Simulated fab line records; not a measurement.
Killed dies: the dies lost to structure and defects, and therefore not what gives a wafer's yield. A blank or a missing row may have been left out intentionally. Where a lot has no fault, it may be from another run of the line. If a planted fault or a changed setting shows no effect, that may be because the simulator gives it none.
Matching of chambers    flow n5 finfet    N5_BEOL_M15_VIA_ETCH_16 on rie diel-01 has 4 sister chambers
The step etches SiO2 in C4F8/O2/Ar, target depth 1792.2 nm. 4 wafers are shown with their chamber, then 7 later ones without.

== WAFERS, EACH WITH ITS CHAMBER ==
wafer   chamber  rf vpp V (V)
L082.1  3        2247
L089.2  0        2275
L090.1  1        2143
L090.3  2        2233

== WAFERS WITH NO CHAMBER GIVEN ==
wafer   rf vpp V (V)
L090.6  2244
L093.1  2243
L093.3  2274
L093.5  2243
L095.2  2233
L095.4  2275
L095.5  2275

== WHICH CHAMBER EACH WENT THROUGH ==
wafer   from the rows above  in truth
L090.6  3                    3
L093.1  3                    3
L093.3  0                    0
L093.5  3                    3
L095.2  2                    2
L095.4  0                    0
L095.5  0                    0
7 of 7 placed correctly. Can't be placed from these rows: 0. Placed wrongly: 0.
How it was worked out, from the rows above alone: a wafer's distance from a chamber is the root of the sum, over the readings, of the square of ((its reading less the chamber's mean) divided by the reading's scatter). If the next closest chamber is less than 2 further off than the closest, the wafer can't be placed; otherwise it belongs to the closest. A chamber's mean is the mean of its shown wafers. The scatter (one wafer shown for each chamber): square how far every hidden wafer sits from the nearest shown wafer, average those squares and take the square root.
